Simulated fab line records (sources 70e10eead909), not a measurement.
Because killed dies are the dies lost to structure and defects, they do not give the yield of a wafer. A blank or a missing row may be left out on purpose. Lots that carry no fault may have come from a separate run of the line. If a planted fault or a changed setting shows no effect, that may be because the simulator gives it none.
fab line records | flow nand-harc
record lots=6 wafers=18 last-day=33
route steps=1302 shown A_BLC@1135 A_M0@1137 END@1302
lots untouched by any fault: they come from a run of this same line in which no faults occurred
start-h: hours from the record's opening day to when the first of the lot's shown wafers began | wait-h: hours elapsed since this lot's preceding step | " as in the row above | L1.1+2: several wafers, shown together as one row | - no value, or no start was given | * or withheld: withheld | < > ~ a bound
route shown NAME@n: NAME is a module with steps in the file, n the number in the route of the first one | usual: mean/standard deviation of fault-free wafers | same: alike in all rows | chamber/n: place in a boat | sites: each site's reading | _std_site: how widely they spread, as a standard deviation | _edge_site: the outer-site mean with the inner-site mean subtracted | radius-mm: for every site, how far away it sits from the centre of the wafer | mask NAME#n: copy n | behind: tool/chamber where the wafer was last shaped | hold: why the lot was held/for how many hours/how that ended | device: the transistor (n, p or np) that didn't switch | end of line: the same wafers' tests at the end of the route | a step with no rows: only its recipe | killed: count of dies lost to structure and defects at first sort (not the wafer's yield) | map: shows each die of a wafer: x if killed, . if not, _ if none is there
set.NAME: the setting as run; set.NAME@STEP: as run at that earlier step | model.NAME: the simulator's own value behind a step, which no gauge read
a table for each step, a row for each wafer; lots at some steps of the route
services: from which hour (start-h, from the record's first day; less than 0 if before it) a tool's chamber was out of use, for how many hours, and why
## steps
# step NHARC_A_BLC_SRD_27
# step NHARC_A_BLC_INSPECT_28
# usual raw-defect-count=516/110
# columns lot.wafer tool chamber start-h wait-h raw-defect-count
L178.1 defect-inspect-01 - 552.10 0.1 406
L178.2 " - " " 323
L178.5 " - " " 561
L183.2 defect-inspect-02 - 610.92 0.1 604
L183.3 " - " " 476
L183.4 " - " " 562
L193.2 defect-inspect-01 - 706.96 0.1 462
L193.4 " - " " 389
L193.6 " - " " 452
L194.1 defect-inspect-01 - 707.56 0.1 509
L194.3 " - " " 597
L194.5 " - " " 522
L195.1 defect-inspect-01 - 730.50 0.1 511
L195.3 " - " " 490
L195.6 " - " " 412
L196.1 defect-inspect-02 - 736.20 0.1 398
L196.2 " - " " 666
L196.3 " - " " 549
# step NHARC_A_M0_DEP_00
# recipe target-thk-a=1500 target-thk-nm=150 temp-c=withheld pressure-torr=5 flow-sccm=200 rf-w=600 material=SiOC
# step NHARC_A_M0_DEHYDRATE_01
# recipe temp-c=150 time-s=120
# step NHARC_A_M0_HMDS_02
# recipe time-s=30
# step NHARC_A_M0_COAT_33
# recipe temp-c=200 time-s=65
# step NHARC_A_M0_COAT_03
# recipe spin-rpm=1500 resist-thk-nm=90
# step NHARC_A_M0_SOFTBAKE_04
# recipe temp-c=105 time-s=55
# step NHARC_A_M0_EBR_05
# step NHARC_A_M0_EXPOSE_06
# recipe na=1.35 target-cd-nm=80 dose-mj=83.25 mask-id=A_M0
# step NHARC_A_M0_PEB_07
# recipe peb-temp-c=100 peb-time-s=65
# step NHARC_A_M0_DEVELOP_08
# recipe develop-time-s=35 dev-temp-c=23
# columns lot.wafer tool chamber start-h wait-h
L178.1+2+5 litho-track-01 0 552 -
L183.2+3+4 litho-track-04 0 611 -
L193.2+4+6 litho-track-04 0 707 -
L194.1+3+5 litho-track-04 0 708 -
L195.1+3+6 litho-track-01 0 731 -
L196.1+2+3 litho-track-01 0 737 -
# step NHARC_A_M0_CD_MEAS_09
# recipe target-cd-nm=80 landing-energy-ev=500
# usual cd-nm=80.0/0.57
# columns lot.wafer tool chamber start-h wait-h hold cd-nm
L178.1 cd-sem-03 0 552.88 - - 79.1
L178.2 " 0 " " - 79.6
L178.5 " 0 " " - 79.5
L183.2 cd-sem-03 0 611.82 - - 80.2
L183.3 " 0 " " - 80.4
L183.4 " 0 " " - 81.1
L193.2 cd-sem-01 0 707.74 - await-dispo/0.2h/release 76.0
L193.4 " 0 " " await-dispo/0.2h/release 77.0
L193.6 " 0 " " await-dispo/0.2h/release 76.5
L193.2 cd-sem-01 0 - - - 76.4
L193.4 " 0 " " - 76.9
L193.6 " 0 " " - 76.6
L194.1 cd-sem-02 0 708.46 - await-dispo/0.2h/release 75.8
L194.3 " 0 " " await-dispo/0.2h/release 75.1
L194.5 " 0 " " await-dispo/0.2h/release 77.2
L194.1 cd-sem-02 0 - - - 75.7
L194.3 " 0 " " - 75.2
L194.5 " 0 " " - 77.2
L195.1 cd-sem-02 0 731.40 - - 80.0
L195.3 " 0 " " - 79.5
L195.6 " 0 " " - 79.4
L196.1 cd-sem-01 0 737.10 - - 80.5
L196.2 " 0 " " - 80.6
L196.3 " 0 " " - 80.4
# step NHARC_A_M0_OVL_MEAS_10
# recipe pitch-nm=160
# usual overlay-x-nm=0.0/0.9 overlay-y-nm=-0.1/0.89
# columns lot.wafer tool chamber start-h wait-h hold overlay-x-nm overlay-y-nm
L178.1 overlay-01 - 552.97 - - 1.4 -0.1
L178.2 " - " " - 1.7 0.0
L178.5 " - " " - 1.9 -0.3
L183.2 overlay-02 - 611.90 - - -2.3 -0.9
L183.3 " - " " - -2.3 -0.5
L183.4 " - " " - -1.5 -1.1
L194.1 overlay-02 - 712.77 - await-dispo/4.0h/release -1.4 -0.8
L194.3 " - " " await-dispo/4.0h/release -1.4 -0.7
L194.5 " - " " await-dispo/4.0h/release -1.3 -0.9
L193.2 overlay-02 - 715.40 - await-dispo/7.4h/release -0.2 1.3
L193.4 " - " " await-dispo/7.4h/release -0.2 1.0
L193.6 " - " " await-dispo/7.4h/release 0.4 0.9
L195.1 overlay-01 - 731.49 - - -0.2 -0.3
L195.3 " - " " - -0.2 -0.4
L195.6 " - " " - 0.7 -0.1
L196.1 overlay-01 - 737.19 - - 0.4 1.2
L196.2 " - " " - 0.4 1.6
L196.3 " - " " - 0.1 1.1
# step NHARC_A_M0_INSPECT_11
# usual raw-defect-count=81/40
# columns lot.wafer tool chamber start-h wait-h raw-defect-count
L178.1 defect-inspect-01 - 553.00 0.0 13
L178.2 " - " " 23
L178.5 " - " " 24
L183.2 defect-inspect-01 - 611.94 0.0 43
L183.3 " - " " 36
L183.4 " - " " 44
L194.1 defect-inspect-01 - 712.81 0.0 73
L194.3 " - " " 75
L194.5 " - " " 80
L193.2 defect-inspect-01 - 715.44 0.0 116
L193.4 " - " " 114
L193.6 " - " " 116
L195.1 defect-inspect-01 - 731.52 0.0 96
L195.3 " - " " 80
L195.6 " - " " 67
L196.1 defect-inspect-02 - 737.22 0.0 120
L196.2 " - " " 131
L196.3 " - " " 102
# step NHARC_A_M0_DESCUM_14
# recipe time-s=3 o2-flow-sccm=200 ar-flow-sccm=0 bias-power-w=0 chemistry=O2
# usual drypump-motor-current-A=5.6/0.41 mfc-ar-sccm=0.016/0.011 oes-product-au=1.003/0.01 rf-vpp-V=57.9/0.87 showerhead-plenum-p-Torr=1.91/0.072 throttle-valve-pct=11.310/0.0092
# same time-s=3
# columns lot.wafer tool chamber start-h wait-h drypump-motor-current-A mfc-ar-sccm oes-product-au rf-hours-counter-h rf-vpp-V showerhead-plenum-p-Torr throttle-valve-pct model.A_M0.cd-nm
L178.2 rie-diel-04 0 553.08 0.1 5.9 0.009 1.012 0.7 59.5 1.89 11.322 79.82
L178.1 " 1 " " 4.9 0 1.013 0.7 57.1 1.82 11.319 79.26
L178.5 " 3 " " 5.9 0.032 0.993 - 57.7 1.90 11.313 79.52
L183.2 rie-diel-10 3 612.00 0.1 6.0 0.023 1.003 0.1 58.9 2.01 11.311 80.36
L183.3 " 1 " " 5.2 0 1.001 0.2 57.7 1.87 11.307 80.57
L183.4 " 2 " " 5.4 0.012 1.011 0.2 58.2 2.01 11.305 80.26
L193.4 rie-diel-12 3 715.51 0.1 5.1 0.033 1.000 2.7 58.2 1.95 11.306 76.7
L193.2 " 1 " " 6.0 0.004 1.007 3.1 58.5 1.93 11.291 76.14
L193.6 " 3 " " 5.1 0.033 1.008 - 58.1 1.95 11.308 76.23
L194.3 rie-diel-04 0 717.96 5.1 5.9 0.009 0.996 9.3 57.7 1.88 11.307 75.24
L194.1 " 1 " " 4.9 0 1.010 8.1 57.9 1.82 11.309 76.68
L194.5 " 0 " " 5.9 0.009 1.002 - 58.3 1.88 11.323 77.15
L195.1 rie-diel-04 0 731.59 0.1 5.9 0.009 1.020 0.6 56.1 1.88 11.331 79.67
L195.3 " 1 " " 5.0 0 1.007 0.6 57.4 1.82 11.300 79.88
L195.6 " 0 " " 5.9 0.009 1.004 - 57.6 1.88 11.316 79.66
L196.3 rie-diel-12 3 737.28 0.1 5.1 0.033 1.007 4.7 57.9 1.95 11.310 80.35
L196.1 " 0 " " 5.1 0.013 1.015 4.0 59.5 1.98 11.295 80.61
L196.2 " 1 " " 5.9 0.004 1.014 5.3 57.7 1.93 11.299 81.24
# step NHARC_A_M0_ETCH_34
# recipe target-depth-a=400 overetch-a=120 time-s=43.94 ion-energy-ev=200 n2-flow-sccm=150 h2-flow-sccm=150 ar-flow-sccm=0 rf-w=400 bias-w=150 chemistry=N2/H2
# usual drypump-motor-current-A=5.6/0.41 h2-flow-sccm=150.0/0.45 mfc-ar-sccm=0.016/0.011 oes-product-au=1.002/0.01 rf-vpp-V=430.6/2.3 showerhead-plenum-p-Torr=2.04/0.079 throttle-valve-pct=14.172/0.0087
# same time-s=43.94
# columns lot.wafer tool chamber start-h wait-h drypump-motor-current-A h2-flow-sccm mfc-ar-sccm oes-product-au rf-hours-counter-h rf-vpp-V showerhead-plenum-p-Torr throttle-valve-pct
L178.1 rie-diel-04 1 553.15 0.1 4.9 150.4 0 1.004 0.7 426.9 1.94 14.172
L178.2 " 0 " " 5.9 149.8 0.009 0.994 0.7 429.3 2.01 14.159
L178.5 " 1 " " 4.9 149.5 0 0.996 - 426.9 1.94 14.181
L183.2 rie-diel-10 1 612.09 0.1 5.3 149.9 0 1.013 0.2 429.0 1.99 14.170
L183.4 " 2 " " 5.5 150.4 0.012 1.008 0.2 434.1 2.14 14.157
L183.3 " 3 " " 6.0 150.2 0.023 1.004 0.1 433.8 2.14 14.166
L193.2 rie-diel-12 2 715.59 0.1 5.3 150.6 0.018 1.012 1.7 429.3 1.97 14.180
L193.4 " 1 " " 6.0 149.4 0.004 1.020 3.1 430.5 2.06 14.168
L193.6 " 2 " " 5.3 150.4 0.018 1.000 - 428.8 1.97 14.158
L194.3 rie-diel-04 3 718.04 0.1 5.9 149.7 0.032 0.994 8.3 430.2 2.02 14.166
L194.1 " 2 " " 6.4 149.6 0.027 0.997 7.2 433.2 2.12 14.174
L194.5 " 3 " " 5.9 149.9 0.032 0.994 - 429.2 2.02 14.183
L195.3 rie-diel-04 3 731.67 0.1 5.9 149.5 0.032 1.000 1.0 428.9 2.02 14.178
L195.1 " 1 " " 5.0 150.1 0 1.011 0.6 429.4 1.94 14.178
L195.6 " 0 " " 5.9 149.4 0.009 1.011 - 428.8 2.01 14.174
L196.3 rie-diel-12 0 737.37 0.1 5.1 149.8 0.013 1.016 4.0 432.9 2.11 14.163
L196.1 " 2 " " 5.4 149.7 0.018 0.998 4.2 429.8 1.97 14.172
L196.2 " 3 " " 5.1 149.8 0.033 1.011 4.7 432.1 2.08 14.190
# step NHARC_A_M0_ETCH_15
# recipe target-depth-a=1500 overetch-a=150 time-s=82.5 c4f8-flow-sccm=withheld ar-flow-sccm=400 rf-w=600 bias-w=300 chemistry=C4F8/Ar
# usual oes-product-au=0.948/0.025 rf-vpp-V=441.0/2.5
# same time-s=82.5
# columns lot.wafer tool chamber start-h wait-h oes-product-au rf-hours-counter-h rf-vpp-V model.A_M0.cd-nm
L178.2 rie-diel-04 3 - - 0.960 0.5 442.7 80.18
L178.1 " 0 " " 0.991 0.8 438.9 79.32
L178.5 " 1 " " 0.985 - 436.8 79.22
L183.3 rie-diel-10 3 - - 0.976 0.2 444.5 79.9
L183.4 " 1 " " 0.977 0.2 438.1 80.05
L183.2 " 2 " " 1.002 0.2 443.4 80.07
L193.2 rie-diel-12 2 - - 0.931 1.7 440.0 75.66
L193.4 " 3 " " 0.933 2.7 443.5 76.68
L193.6 " 2 " " 0.924 - 440.3 75.83
L194.3 rie-diel-04 2 - - 0.921 7.2 443.6 74.82
L194.1 " 3 " " 0.912 8.3 441.0 76.55
L194.5 " 3 " " 0.914 - 440.6 76.81
L195.3 rie-diel-04 1 - - 0.980 0.6 436.6 79.83
L195.1 " 2 " " 0.970 1.0 443.4 79.88
L195.6 " 2 " " 0.972 - 442.7 79.81
L196.3 rie-diel-12 2 - - 0.928 4.2 439.0 80.63
L196.2 " 0 " " 0.935 4.0 441.7 81.22
L196.1 " 1 " " 0.944 5.3 441.0 79.87
# step NHARC_A_M0_CD_MEAS_16
# usual cd-nm=80.0/0.85
# columns lot.wafer tool chamber start-h wait-h hold cd-nm
L178.1 cd-sem-03 - 553.36 - - 79.4
L178.2 " - " " - 80.5
L178.5 " - " " - 78.9
L183.2 cd-sem-01 - 612.30 - - 79.8
L183.3 " - " " - 80.0
L183.4 " - " " - 80.2
L193.2 cd-sem-01 - 715.80 - await-dispo/0.2h/release 75.6
L193.4 " - " " await-dispo/0.2h/release 77.0
L193.6 " - " " await-dispo/0.2h/release 76.0
L193.2 cd-sem-01 - 715.99 0.2 - 75.6
L193.4 " - " " - 76.6
L193.6 " - " " - 75.7
L194.1 cd-sem-03 - 718.25 - await-dispo/0.2h/release 76.4
L194.3 " - " " await-dispo/0.2h/release 75.0
L194.5 " - " " await-dispo/0.2h/release 76.8
L194.1 cd-sem-03 - 718.45 0.2 - 76.7
L194.3 " - " " - 74.7
L194.5 " - " " - 76.7
L195.1 cd-sem-01 - 731.88 - - 79.9
L195.3 " - " " - 79.8
L195.6 " - " " - 79.7
L196.1 cd-sem-02 - 737.58 - - 79.9
L196.2 " - " " - 81.1
L196.3 " - " " - 80.8
# step NHARC_END_SORT_01
# recipe temp-c=25
# usual defect-limited-yield=91/3.4 killed-at-array=55/23 killed-at-other=1.0/1.2 killed-at-periphery=3.2/2.7 killed-dies=59/23 killed-open=3.1/1.6 killed-short=2.2/1.5
# same gross-dies=677
# columns lot.wafer tool chamber start-h wait-h defect-limited-yield[%] killed-at-array killed-at-other killed-at-periphery killed-dies killed-open killed-short
L194.1 prober-01 0 764.14 2.5 93 44 0 2 46 4 4
L194.3 prober-01 0 765.75 3.1 91 57 0 6 63 3 1
L194.5 prober-01 0 767.37 3.7 91 60 0 3 63 2 1
L195.1 prober-02 0 772.15 2.5 90 60 2 3 65 4 0
L195.3 prober-02 0 773.76 3.1 92 54 2 0 56 1 4
L195.6 prober-02 0 776.18 4.0 93 49 0 1 50 2 2
L193.2 prober-01 0 778.33 2.8 89 73 0 1 74 3 2
L193.4 prober-01 0 779.96 3.4 88 78 0 5 83 6 2
L193.6 prober-01 0 781.58 4.1 88 74 0 6 80 3 1
L196.1 prober-02 0 779.98 2.5 91 57 3 3 63 5 1
L196.2 prober-02 0 780.78 2.8 91 51 3 8 62 3 2
L196.3 prober-02 0 781.58 3.1 92 53 1 3 57 6 2
# killed by level:class
L194.1 A_SLIT:chamber-film-flake=29 A_CHANNEL_HOLE_D1:chamber-film-flake=4 A_ONON_D2:geometric-particle:open=1 A_ONON_D2:geometric-particle:short=1 A_CHANNEL_FILL_D2:geometric-particle:open=1 A_SGD_CUT:geometric-particle:short=1 A_WL_FILL:geometric-particle:short=1 A_WL_FILL:geometric-particle:open=1
L194.3 A_SLIT:chamber-film-flake=29 A_CHANNEL_HOLE_D1:chamber-film-flake=18 A_STAIRCASE:chamber-film-flake=3 A_SGD_CUT:chamber-film-flake=3 P_M0:geometric-particle:open=2 P_GATE:chamber-film-flake=2 A_CHANNEL_FILL_D2:geometric-particle:short=1 A_M0:geometric-particle:open=1
L194.5 A_SLIT:chamber-film-flake=29 A_CHANNEL_HOLE_D1:chamber-film-flake=15 A_STAIRCASE:chamber-film-flake=4 A_WL_FILL:chamber-film-flake=4 A_SGD_CUT:chamber-film-flake=2 A_BLC:chamber-film-flake=2 A_CHANNEL_FILL_D1:geometric-particle:open=1 A_DECK1_JOINT:geometric-particle:short=1
L195.1 A_SLIT:chamber-film-flake=31 A_STAIRCASE:chamber-film-flake=10 A_CONTACT:chamber-film-flake=10 A_CHANNEL_HOLE_D1:unspecified=3 A_CHANNEL_HOLE_D2:chamber-film-flake=2 THIN_TSV:chamber-film-flake=2 P_CONTACT:geometric-particle:open=1 A_CHANNEL_FILL_D1:geometric-particle:open=1
L195.3 A_SLIT:chamber-film-flake=35 A_CONTACT:chamber-film-flake=8 A_STAIRCASE:chamber-film-flake=6 A_ONON_D1:geometric-particle:short=1 A_CHANNEL_HOLE_D1:geometric-particle:short=1 A_BLC:geometric-particle:short=1 STARTING-WAFER:geometric-particle:open=1 STARTING-WAFER:geometric-particle:short=1
L195.6 A_SLIT:chamber-film-flake=24 A_CONTACT:chamber-film-flake=11 A_CHANNEL_HOLE_D1:unspecified=5 A_STAIRCASE:chamber-film-flake=5 P_GATE:geometric-particle:open=1 A_CHANNEL_HOLE_D1:geometric-particle:short=1 A_ONON_D2:geometric-particle:open=1 A_SLIT:geometric-particle:short=1
L193.2 A_CHANNEL_HOLE_D1:chamber-film-flake=34 A_CHANNEL_HOLE_D2:chamber-film-flake=19 A_SLIT:chamber-film-flake=8 A_CONTACT:chamber-film-flake=5 A_CHANNEL_FILL_D1:geometric-particle:short=1 A_DECK1_JOINT:geometric-particle:open=1 A_ONON_D2:geometric-particle:open=1 A_WL_FILL:geometric-particle:short=1
L193.4 A_CHANNEL_HOLE_D1:chamber-film-flake=31 A_CHANNEL_HOLE_D2:chamber-film-flake=21 A_STAIRCASE:chamber-film-flake=7 A_CONTACT:chamber-film-flake=7 A_SLIT:chamber-film-flake=3 A_BLC:geometric-particle:open=2 A_DECK1_JOINT:chamber-film-flake=2 P_STI:geometric-particle:short=1
L196.1 A_SLIT:chamber-film-flake=29 A_CHANNEL_HOLE_D2:chamber-film-flake=14 A_CONTACT:chamber-film-flake=5 THIN_TSV:chamber-film-flake=3 P_GATE:geometric-particle:open=2 A_ZERO_WELL:chamber-film-flake=2 A_CHANNEL_FILL_D1:geometric-particle:open=1 A_ONON_D2:geometric-particle:open=1
L196.2 A_CHANNEL_HOLE_D2:chamber-film-flake=20 A_SLIT:chamber-film-flake=19 A_CONTACT:chamber-film-flake=4 A_ZERO_WELL:chamber-film-flake=3 THIN_TSV:chamber-film-flake=3 P_ZERO_WELL:chamber-film-flake=2 P_M1:chamber-film-flake=2 P_CONTACT:geometric-particle:short=1
L196.3 A_CHANNEL_HOLE_D2:chamber-film-flake=24 A_SLIT:chamber-film-flake=18 A_CHANNEL_FILL_D1:geometric-particle:open=3 A_STAIRCASE:chamber-film-flake=2 A_CONTACT:chamber-film-flake=2 P_CONTACT:geometric-particle:open=1 A_CHANNEL_FILL_D2:geometric-particle:short=1 A_SGD_CUT:geometric-particle:short=1
L193.6 A_CHANNEL_HOLE_D1:chamber-film-flake=34 A_CHANNEL_HOLE_D2:chamber-film-flake=23 A_CONTACT:chamber-film-flake=5 A_SLIT:chamber-film-flake=4 P_ZERO_WELL:chamber-film-flake=2 A_STAIRCASE:chamber-film-flake=2 P_STI:geometric-particle:open=1 P_M1:geometric-particle:open=1
## services
# columns tool chamber start-h hours kind
rie-diel-04 - 531.95 9.0 pm
rie-diel-04 0 531.95 9.0 vent-cycle
rie-diel-04 1 531.95 9.0 vent-cycle
rie-diel-04 2 531.95 9.0 vent-cycle
rie-diel-04 3 531.95 9.0 vent-cycle
rie-diel-04 0 540.95 - clean
rie-diel-04 1 540.95 - clean
rie-diel-04 2 540.95 - clean
rie-diel-04 3 540.95 - clean
litho-track-04 - 553.00 7.0 pm
rie-diel-12 0 559.66 18.4 repair
rie-diel-12 2 568.13 2.6 repair
rie-diel-10 - 596.50 9.0 pm
rie-diel-12 3 614.61 3.4 repair
rie-diel-10 1 615.14 6.6 repair
rie-diel-12 - 622.43 9.0 pm
rie-diel-04 1 628.80 5.8 repair
rie-diel-12 2 657.69 8.7 repair
rie-diel-10 1 657.80 6.8 repair
rie-diel-10 2 660.25 1.7 repair
litho-track-01 - 680.00 7.0 pm
rie-diel-04 - 708.95 9.0 pm
rie-diel-12 0 715.52 6.5 repair
litho-track-04 - 728.00 7.0 pm
## key
first-sign step=NHARC_A_M0_CD_MEAS_09 reading=visit direction=added
effect step=NHARC_A_M0_CD_MEAS_09 reading=cd-nm direction=down sigmas=6.7 usual=80.0 struck=76.2
effect step=NHARC_A_M0_CD_MEAS_16 reading=visit direction=added
model-effect step=NHARC_A_M0_DESCUM_14 value=A_M0.cd-nm without=79.99 struck=76.36
model-effect step=NHARC_A_M0_ETCH_15 value=A_M0.cd-nm without=79.74 struck=76.06
met-at NHARC_A_M0_DEVELOP_08
struck-wafers L193.2,L193.4,L193.6,L194.1,L194.3,L194.5
onset-between 611 707
fault kind=process-parameter-drift tool=litho-track-04 chamber=- onset-h=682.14 steps=NHARC_A_M0_DEVELOP_08 channel=develop-time-s offset=* shape=step end-h=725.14 acts-in=* stated=*
